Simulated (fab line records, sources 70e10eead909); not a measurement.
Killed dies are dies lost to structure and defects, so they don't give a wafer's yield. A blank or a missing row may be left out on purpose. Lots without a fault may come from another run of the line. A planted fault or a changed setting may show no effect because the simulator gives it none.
Which tool did it? | flow nand_harc | 6 lots, 18 wafers sampled, at 1 step of a route of 1302

WHAT THE GAUGES READ, wafer by wafer
NHARC_P_STI_OVL_MEAS_10.
lot  | measured     | on         | overlay_x_nm (nm)
L301 | day 3 05:40  | overlay-01 | -9 -7 -7
L304 | day 4 14:19  | overlay-02 | -2 -2 -2
L306 | day 5 11:02  | overlay-01 | 6 6 7
L309 | day 6 16:52  | overlay-02 | 1 0 1
L312 | day 7 19:05  | overlay-01 | 1 1 1
L322 | day 12 03:15 | overlay-01 | 2 2 2

WHICH TOOL RAN EACH LOT (tool, then ch and the chambers of the sampled wafers, then the start)
The record holds no process step before these readings.

THE ANSWER, worked out from the rows above alone
Rule: what is usual is taken from the lots themselves. Put in order of their means at a reading, lots are off if they are a third of the lots or fewer, leave a main group of 4 or more, and stand apart from it by a gap of 3 or more times the standard deviation of the main group's means; of several such gaps the widest counts. A main group whose means are all the same, to the digits that the tables above print for the reading, isn't used. A lot without any number at a reading at which 4 lots or more have one is off too. The other lots that the step has rows for count as sound.
No lot is off at any reading shown: from this, nothing can be told.

WHAT THE SIMULATOR HAD PUT IN
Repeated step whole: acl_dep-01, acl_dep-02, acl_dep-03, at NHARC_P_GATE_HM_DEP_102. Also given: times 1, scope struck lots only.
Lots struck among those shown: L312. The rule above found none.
